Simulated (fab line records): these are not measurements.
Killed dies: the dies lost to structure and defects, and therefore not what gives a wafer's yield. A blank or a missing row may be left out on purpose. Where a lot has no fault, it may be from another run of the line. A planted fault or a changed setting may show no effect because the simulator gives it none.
fab line records	flow n5_finfet
record lots=12	wafers=36	last_day=17
route steps=1938 shown DUMMY_GATE@214 MIM_BOT_ETCH@1868 PASS1_CAP@1874 PASSIVATION@1909
lots that met no fault: taken from a fault-free run of the same line
start_h: the number of hours between the record's first day and the start of the first shown wafer of the lot	wait_h: hours from the lot's prior step to this one	" unchanged from the row above	L1.1+2: a single row standing in for several wafers	- no value, or no start given	* or withheld: withheld	< > ~ a bound
route shown NAME@n: NAME is a module with steps in the file, n the number in the route of the first one	usual: the fault-free wafers' mean and standard deviation	same: alike in all rows	chamber/n: place in a boat	sites: each site's reading	_std_site: the values' standard deviation	_edge_site: outer sites' mean less inner sites'	radius_mm: how far each site lies from the wafer's centre	mask NAME#n: copy n	behind: the tool/chamber that last shaped the wafer	hold: cause of the lot's hold/its duration in hours/its outcome	device: the transistor (n, p or np) that didn't switch	end of line: the same wafers' tests at the end of the route	a step without rows: its recipe alone	killed: dies that structure and defects cost at the first sort, which is not the same as the wafer's yield	map: a wafer's dies, marking killed ones x, the rest . and places with no die _
set.NAME: the setting as run; set.NAME@STEP: as run at that earlier step	model.NAME: the simulator's own value behind a step, which no gauge read
the route's steps for a sample of lots (tables are steps, rows are wafers)
services: a tool's chamber out of use, with start hour (start_h, from the record's first day; less than 0 if before it), hours out, and reason
## steps
# step N5_DUMMY_GATE_ALD_02
# recipe material=SiO2	target_thk_a=20	temp_c=300	ald_precursor_family=BDEAS	ald_co_reactant=O2-plasma	pulse_time_s=1	pressure_torr=2
# usual heater_power_w=458/47	precursor_pulse_height_rel=1.001/0.02
lot.wafer	tool	chamber	start_h	wait_h	heater_power_w	precursor_pulse_height_rel	since_wet_clean_h
L305.4	ald_sin-04	3	39.38	1.1	448	1.031	137
L305.5	"	2	"	"	440	0.975	-
L305.6	"	3	"	"	456	1.025	-
L306.1	ald_sin-03	3	44.32	0.0	519	1.011	325
L306.3	"	2	"	"	451	0.991	325
L306.6	"	3	"	"	515	0.989	-
L309.1	ald_sin-01	0	60.95	0.0	411	1.011	250
L309.3	"	2	"	"	466	0.986	250
L309.5	"	2	"	"	463	1.018	-
L311.1	ald_sin-03	2	72.95	1.0	440	0.965	354
L311.4	"	1	"	"	542	0.992	354
L311.6	"	1	"	"	534	1.030	-
L312.3	ald_sin-04	0	78.65	0.0	386	1.002	176
L312.4	"	3	"	"	455	1.044	176
L312.5	"	0	"	"	386	0.970	-
L313.2	ald_sin-04	2	88.32	1.0	435	0.990	186
L313.3	"	0	"	"	389	1.006	186
L313.6	"	3	"	"	461	1.012	-
L315.4	ald_sin-04	3	99.13	1.0	470	0.988	197
L315.5	"	0	"	"	385	1.036	-
L315.6	"	1	"	"	462	1.033	-
L316.2	ald_sin-04	0	104.26	0.1	385	0.999	202
L316.4	"	3	"	"	466	1.011	202
L316.5	"	1	"	"	454	0.996	-
L317.1	ald_sin-04	0	109.15	0.0	390	0.994	207
L317.2	"	2	"	"	432	0.987	207
L317.6	"	0	"	"	400	1.021	-
L324.3	ald_sin-03	2	153.02	0.5	434	0.982	54
L324.4	"	3	"	"	521	0.997	54
L324.6	"	3	"	"	529	0.959	-
L326.1	ald_sin-04	0	166.77	0.1	373	0.990	265
L326.4	"	3	"	"	469	1.007	265
L326.5	"	0	"	"	385	0.993	-
L328.2	ald_sin-04	3	177.49	0.2	474	0.988	275
L328.3	"	0	"	"	386	1.012	275
L328.6	"	0	"	"	381	0.985	-
# step N5_MIM_BOT_ETCH_ETCH_00
# recipe chemistry=Cl2/BCl3	target=TiN	target_depth_a=455	ion_energy_ev=150	pressure_mtorr=10	icp_w=1000	bias_w=126	Cl2_flow_sccm=53.25	bcl3_flow_sccm=21.75	Ar_flow_sccm=25
# usual drypump_motor_current_A=5.5/0.4	oes_product_au=0.72/0.081	throttle_valve_pct=21.92/0.13
lot.wafer	tool	chamber	start_h	wait_h	drypump_motor_current_A	oes_product_au	rf_hours_counter_h	throttle_valve_pct
L305.4	rie_metal-03	0	243.31	0.1	5.9	0.72	-	22.05
L305.5	"	1	"	"	5.1	0.69	-	21.86
L305.6	"	0	"	"	5.8	0.72	-	22.03
L306.1	rie_metal-02	1	258.75	0.1	5.3	0.78	45	21.83
L306.3	"	0	"	"	6.3	0.94	-	21.65
L306.6	"	1	"	"	5.3	0.78	-	21.83
L309.1	rie_metal-03	1	285.09	0.1	5.2	0.66	89	21.89
L309.3	"	0	"	"	5.8	0.71	-	22.05
L309.5	"	1	"	"	5.2	0.67	-	21.89
L311.1	rie_metal-03	1	295.61	0.1	5.1	0.68	90	21.88
L311.4	"	1	"	"	5.1	0.67	-	21.86
L311.6	"	1	"	"	5.1	0.66	-	21.87
L312.3	rie_metal-01	0	296.24	0.1	6.0	0.74	-	21.98
L312.4	"	1	"	"	5.2	0.63	-	21.88
L312.5	"	1	"	"	5.2	0.63	-	21.88
L313.2	rie_metal-03	1	316.19	0.1	5.2	0.66	92	21.88
L313.3	"	1	"	"	5.1	0.66	-	21.88
L313.6	"	0	"	"	5.8	0.70	-	22.06
L315.4	rie_metal-03	0	324.70	0.1	5.8	0.71	-	22.05
L315.5	"	0	"	"	5.8	0.71	-	22.07
L315.6	"	1	"	"	5.1	0.67	-	21.87
L317.1	rie_metal-03	1	329.86	0.1	5.2	0.66	93	21.89
L317.2	"	0	"	"	5.8	0.70	78	22.06
L317.6	"	1	"	"	5.1	0.66	-	21.90
L316.2	rie_metal-03	0	331.93	0.1	5.8	0.70	78	22.07
L316.4	"	1	"	"	5.2	0.67	-	21.90
L316.5	"	0	"	"	5.8	0.70	-	22.06
L326.1	rie_metal-03	0	387.39	0.1	5.8	0.69	84	22.07
L326.4	"	1	"	"	5.2	0.66	-	21.90
L326.5	"	0	"	"	5.8	0.69	-	22.07
L328.2	rie_metal-01	1	396.02	0.1	5.2	0.92	7	21.64
L328.3	"	1	"	"	5.2	0.91	-	21.65
L328.6	"	0	"	"	6.0	0.72	-	22.00
L324.3	rie_metal-03	1	399.53	0.1	5.1	0.66	-	21.90
L324.4	"	0	"	"	5.8	0.69	-	22.09
L324.6	"	0	"	"	5.8	0.69	-	22.08
# step N5_PASSIVATION_PECVD_01
# recipe material=SiNx	target_thk_a=2000	temp_c=400	precursor=SiH4/NH3/N2	pressure_torr=4.9	rf_w=1406	time_s=43.2
# usual heater_power_w=342/53	showerhead_plenum_p_Torr=8.66/0.071	throttle_valve_pct=29.6/2
lot.wafer	tool	chamber	start_h	wait_h	heater_power_w	showerhead_plenum_p_Torr	since_wet_clean_h	throttle_valve_pct
L305.4	pecvd-01	2	244.07	0.0	321	8.67	-	29.3
L305.5	"	1	"	"	438	8.70	-	31.8
L305.6	"	0	"	"	268	8.76	-	29.8
L306.1	pecvd-03	2	259.43	0.0	436	8.56	18	25.6
L306.3	"	0	"	"	340	8.76	782	27.7
L306.6	"	0	"	"	347	8.75	-	28.0
L309.1	pecvd-02	2	285.77	0.0	358	8.59	417	29.8
L309.3	"	1	"	"	349	8.72	1896	32.4
L309.5	"	1	"	"	356	8.72	-	32.2
L311.1	pecvd-02	1	296.29	0.0	346	8.70	1906	32.5
L311.4	"	1	"	"	343	8.72	-	32.3
L311.6	"	2	"	"	350	8.61	-	29.9
L312.3	pecvd-01	0	296.96	0.0	291	8.71	1363	29.5
L312.4	"	2	"	"	318	8.67	-	29.9
L312.5	"	0	"	"	301	8.74	-	29.9
L313.2	pecvd-03	0	317.04	0.0	289	8.73	840	28.2
L313.3	"	2	"	"	439	8.58	76	25.5
L313.6	"	2	"	"	441	8.58	-	25.7
L315.4	pecvd-03	0	325.50	0.0	418	8.73	-	28.1
L315.5	"	1	"	"	322	8.65	-	28.8
L315.6	"	2	"	"	448	8.55	-	25.6
L317.1	pecvd-01	0	330.84	0.0	336	8.72	1397	29.6
L317.2	"	1	"	"	379	8.72	2122	31.8
L317.6	"	0	"	"	342	8.71	-	29.8
L316.2	pecvd-02	0	332.62	0.0	237	8.53	1218	31.3
L316.4	"	1	"	"	303	8.69	-	32.4
L316.5	"	2	"	"	223	8.58	-	29.9
L326.1	pecvd-01	2	388.14	0.0	249	8.66	701	30.2
L326.4	"	2	"	"	262	8.69	-	30.1
L326.5	"	0	"	"	342	8.72	-	29.6
L328.2	pecvd-02	0	397.05	0.0	326	8.56	1282	30.8
L328.3	"	1	"	"	333	8.70	2007	32.2
L328.6	"	0	"	"	338	8.56	-	30.9
L324.3	pecvd-02	0	400.34	0.0	351	8.53	1285	31.0
L324.4	"	0	"	"	352	8.56	-	31.0
L324.6	"	2	"	"	229	8.59	-	30.3
# step N5_PASSIVATION_AL_ETCH_33
# recipe chemistry=Cl2/BCl3	target_depth_a=28000	over_etch_frac=0.15	Cl2_flow_sccm=180	bcl3_flow_sccm=60	target=Al	stop_on=TaN	time_s=466.7	ion_energy_ev=100	pressure_mtorr=10	icp_w=900	bias_w=100
# usual drypump_motor_current_A=5.6/0.42	oes_product_au=0.68/0.085	throttle_valve_pct=34.20/0.13
lot.wafer	tool	chamber	start_h	wait_h	drypump_motor_current_A	oes_product_au	rf_hours_counter_h	throttle_valve_pct
L305.4	rie_metal-03	1	247.15	0.2	5.2	0.61	-	34.15
L305.5	"	1	"	"	5.2	0.61	-	34.16
L305.6	"	0	"	"	5.8	0.65	-	34.34
L306.1	rie_metal-03	1	261.81	0.1	5.2	0.61	87	34.14
L306.3	"	1	"	"	5.2	0.61	-	34.15
L306.6	"	1	"	"	5.2	0.61	-	34.16
L309.1	rie_metal-01	0	288.13	0.1	6.0	0.67	65	34.25
L309.3	"	0	"	"	6.0	0.66	-	34.26
L309.5	"	0	"	"	6.0	0.66	-	34.25
L311.1	rie_metal-03	0	300.03	0.1	5.8	0.64	76	34.36
L311.4	"	1	"	"	5.1	0.60	-	34.19
L311.6	"	0	"	"	5.8	0.63	-	34.37
L312.3	rie_metal-02	0	300.87	0.2	6.3	0.82	-	34.00
L312.4	"	1	"	"	5.3	0.69	-	34.17
L312.5	"	1	"	"	5.3	0.69	-	34.17
L313.2	rie_metal-01	0	323.99	0.1	6.0	0.66	69	34.25
L313.3	"	1	"	"	5.2	0.88	-	33.98
L313.6	"	0	"	"	6.0	0.65	-	34.26
L315.4	rie_metal-03	0	328.88	0.2	5.8	0.63	-	34.38
L315.5	"	0	"	"	5.8	0.63	-	34.37
L315.6	"	1	"	"	5.2	0.60	-	34.16
L317.1	rie_metal-02	0	334.67	0.1	6.3	0.80	13	34.05
L317.2	"	1	"	"	5.3	0.68	52	34.20
L317.6	"	1	"	"	5.3	0.68	-	34.21
L316.2	rie_metal-02	1	337.49	0.1	5.3	0.68	52	34.18
L316.4	"	1	"	"	5.2	0.68	-	34.21
L316.5	"	1	"	"	5.3	0.68	-	34.20
L326.1	rie_metal-01	0	390.73	0.1	6.0	0.64	75	34.27
L326.4	"	1	"	"	5.2	0.83	-	33.97
L326.5	"	1	"	"	5.2	0.83	-	33.98
L328.2	rie_metal-03	0	404.25	0.1	5.8	0.62	86	34.35
L328.3	"	1	"	"	5.1	0.60	-	34.15
L328.6	"	1	"	"	5.1	0.59	-	34.14
L324.3	rie_metal-03	0	405.16	0.2	5.8	0.62	-	34.35
L324.4	"	1	"	"	5.1	0.59	-	34.18
L324.6	"	1	"	"	5.1	0.59	-	34.16
# step N5_PASSIVATION_PROBE_49
# usual killed_at_M0_to_M3=35/11	killed_at_M4_up=14/5.4	killed_at_contacts=12/6.2	killed_at_front_end=38/11	killed_at_other=4.1/2.8	killed_dies=103/17	killed_on_rim=13/4	killed_open=66/13	killed_short=34/8.2
# same gross_dies=1180	killed_at_back_side=0
lot.wafer	tool	chamber	start_h	wait_h	killed_at_M0_to_M3	killed_at_M4_up	killed_at_contacts	killed_at_front_end	killed_at_other	killed_dies	killed_on_rim	killed_open	killed_short
L315.4	prober-02	-	334.24	0.2	22	11	11	33	16	93	12	49	42
L315.5	prober-02	-	334.29	0.2	24	11	11	163	8	217	39	69	43
L315.6	prober-02	-	334.34	0.3	25	9	20	40	1	95	13	55	38
L317.1	prober-02	-	339.41	0.0	37	14	8	137	1	197	26	59	34
L317.2	prober-02	-	339.46	0.1	58	25	18	25	4	130	17	77	52
L317.6	prober-02	-	339.66	0.3	49	15	17	133	3	217	34	61	56
L316.2	prober-01	-	342.72	0.1	19	15	3	138	4	179	25	55	24
L316.4	prober-01	-	342.82	0.2	35	35	13	41	6	130	17	89	39
L316.5	prober-01	-	342.87	0.2	44	10	10	46	1	111	14	79	30
L326.1	prober-02	-	395.93	0.0	42	14	16	42	6	120	19	82	37
L326.4	prober-02	-	396.08	0.2	55	14	14	26	3	112	15	75	35
L326.5	prober-02	-	396.13	0.2	33	22	15	29	5	104	9	65	37
# killed by level:class
L315.4 FIN_SAQP:geometric_particle:short=16 MOL_CONTACT_COAG:geometric_particle:open=10 PASS1_DEP:geometric_particle:open=5 FIN_SAQP:geometric_particle:open=4 STI_FIN_REVEAL:geometric_particle:open=4 BEOL_M0:geometric_particle:short=3 BEOL_M0:geometric_particle:open=3 BEOL_M3:geometric_particle:open=3
L315.5 DUMMY_GATE:unspecified=102 STI_FIN_REVEAL:geometric_particle:open=16 MOL_CONTACT_COAG:geometric_particle:open=10 FIN_SAQP:geometric_particle:short=9 DUMMY_GATE:geometric_particle:open=8 GATE_CUT:geometric_particle:short=8 BEOL_M1:geometric_particle:open=7 GATE_CUT:geometric_particle:open=5
L315.6 FIN_SAQP:geometric_particle:open=9 FIN_SAQP:geometric_particle:short=9 MOL_CONTACT_COAG:geometric_particle:open=9 MOL_CONTACT_COAG:geometric_particle:short=9 BEOL_M1:geometric_particle:open=8 STI_FIN_REVEAL:geometric_particle:open=6 BEOL_M0_SAQP:geometric_particle:short=6 BEOL_M1:geometric_particle:short=5
L317.1 DUMMY_GATE:unspecified=104 FIN_SAQP:geometric_particle:open=13 BEOL_M1:geometric_particle:short=11 MOL_CONTACT_COAG:geometric_particle:open=7 BEOL_M0_SAQP:geometric_particle:short=7 BEOL_M2:geometric_particle:open=6 BEOL_M0_SAQP:geometric_particle:open=5 BEOL_M4:geometric_particle:short=5
L317.2 BEOL_M0_SAQP:geometric_particle:short=16 BEOL_M0_SAQP:geometric_particle:open=15 MOL_CONTACT_COAG:geometric_particle:open=15 BEOL_M4:geometric_particle:open=11 BEOL_M1:geometric_particle:short=9 BEOL_M2:geometric_particle:open=8 BEOL_M4:geometric_particle:short=8 FIN_SAQP:geometric_particle:open=5
L317.6 DUMMY_GATE:unspecified=99 BEOL_M2:geometric_particle:open=12 BEOL_M0_SAQP:geometric_particle:short=11 BEOL_M1:geometric_particle:short=11 MOL_CONTACT_COAG:geometric_particle:open=10 BEOL_M4:geometric_particle:short=10 FIN_SAQP:geometric_particle:short=9 BEOL_M0_SAQP:geometric_particle:open=8
L316.2 DUMMY_GATE:unspecified=99 FIN_SAQP:geometric_particle:short=8 STI_FIN_REVEAL:geometric_particle:open=8 BEOL_M4:geometric_particle:open=8 BEOL_M2:geometric_particle:open=7 DUMMY_GATE:geometric_particle:open=5 GATE_CUT:geometric_particle:open=4 BEOL_M1:geometric_particle:open=4
L316.4 BEOL_M4:geometric_particle:open=23 MOL_CONTACT_COAG:geometric_particle:open=11 STI_FIN_REVEAL:geometric_particle:open=9 BEOL_M0_SAQP:geometric_particle:open=9 BEOL_M0_SAQP:geometric_particle:short=9 GATE_CUT:geometric_particle:short=6 BEOL_M4:geometric_particle:short=6 BEOL_M3:geometric_particle:open=5
L316.5 STI_FIN_REVEAL:geometric_particle:open=21 BEOL_M3:geometric_particle:open=12 BEOL_M0_SAQP:geometric_particle:short=10 MOL_CONTACT_COAG:geometric_particle:open=9 FIN_SAQP:geometric_particle:short=7 BEOL_M2:geometric_particle:open=6 FIN_SAQP:geometric_particle:open=5 BEOL_M0_SAQP:geometric_particle:open=5
L326.1 BEOL_M0_SAQP:geometric_particle:short=16 MOL_CONTACT_COAG:geometric_particle:open=14 SPACER0:geometric_particle:open=9 BEOL_M0_SAQP:geometric_particle:open=8 BEOL_M4:geometric_particle:open=8 DUMMY_GATE:geometric_particle:open=7 SPACER0:geometric_particle:short=7 BEOL_M3:geometric_particle:open=7
L326.4 BEOL_M0_SAQP:geometric_particle:open=19 BEOL_M0_SAQP:geometric_particle:short=15 MOL_CONTACT_COAG:geometric_particle:open=11 DUMMY_GATE:geometric_particle:open=7 BEOL_M3:geometric_particle:open=7 BEOL_M1:geometric_particle:open=6 BEOL_M4:geometric_particle:open=6 BEOL_M2:geometric_particle:open=5
L326.5 FIN_SAQP:geometric_particle:short=10 BEOL_M3:geometric_particle:open=10 MOL_CONTACT_COAG:geometric_particle:open=9 FIN_SAQP:geometric_particle:open=8 BEOL_M0_SAQP:geometric_particle:open=7 MOL_CONTACT_COAG:geometric_particle:short=6 BEOL_M5:geometric_particle:open=6 BEOL_M0_SAQP:geometric_particle:short=5
## services
tool	chamber	start_h	hours	kind
rie_metal-01	-	17.83	0.3	repair
pecvd-02	-	70.15	1.5	repair
pecvd-02	0	73.14	8.3	repair
rie_metal-02	-	107.43	2.8	pm
rie_metal-03	-	108.13	14.6	pm
rie_metal-02	0	142.03	22.0	repair
pecvd-01	-	166.23	6.0	pm
pecvd-01	-	176.61	1.2	repair
rie_metal-03	0	178.85	7.3	repair
ald_sin-04	3	201.70	1.3	repair
rie_metal-02	1	222.25	16.5	repair
ald_sin-04	-	234.28	14.6	pm
ald_sin-04	-	269.77	14.0	pm
rie_metal-01	1	270.51	18.7	repair
rie_metal-03	-	274.06	0.4	repair
pecvd-02	-	274.24	0.2	repair
pecvd-02	-	274.66	5.5	pm
pecvd-01	1	277.97	7.5	repair
pecvd-02	2	349.91	6.0	repair
ald_sin-04	-	351.97	2.8	pm
rie_metal-03	1	354.43	3.3	repair
ald_sin-04	2	356.19	2.7	repair
ald_sin-04	-	384.64	0.6	repair
pecvd-02	-	404.87	2.8	pm
## key
first_sign step=N5_PASSIVATION_PROBE_49	reading=killed_at_front_end	direction=up	sigmas=9.2	usual=38	struck=143
effect step=N5_PASSIVATION_PROBE_49	reading=killed_dies	direction=up	sigmas=5.9	usual=103	struck=202
more_kills_born_at N5_DUMMY_GATE_ALD_02@ald_sin-04=404
met_at N5_DUMMY_GATE_ALD_02
struck_lots L315,L316,L317
struck_wafers L315.5,L316.2,L317.1,L317.6
tester_left_out L315,L316,L317
not_acting_at N5_MIM_BOT_ETCH_ETCH_00,N5_PASSIVATION_PECVD_01,N5_PASSIVATION_AL_ETCH_33
onset_between 88.32 99.13
fault kind=chamber_particle_source	tool=ald_sin-04	chamber=0	onset_h=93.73	steps=N5_DUMMY_GATE_ALD_02	rate_per_visit_cm2=1.4767	end_h=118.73
# tester_left_out: of these lots the tester's yield and bins aren't shown, on N5 and GAA mostly nor the transistor test; their killed dies are dies lost to structure and defects alone, not to doping, threshold or leakage, so they don't give the yield
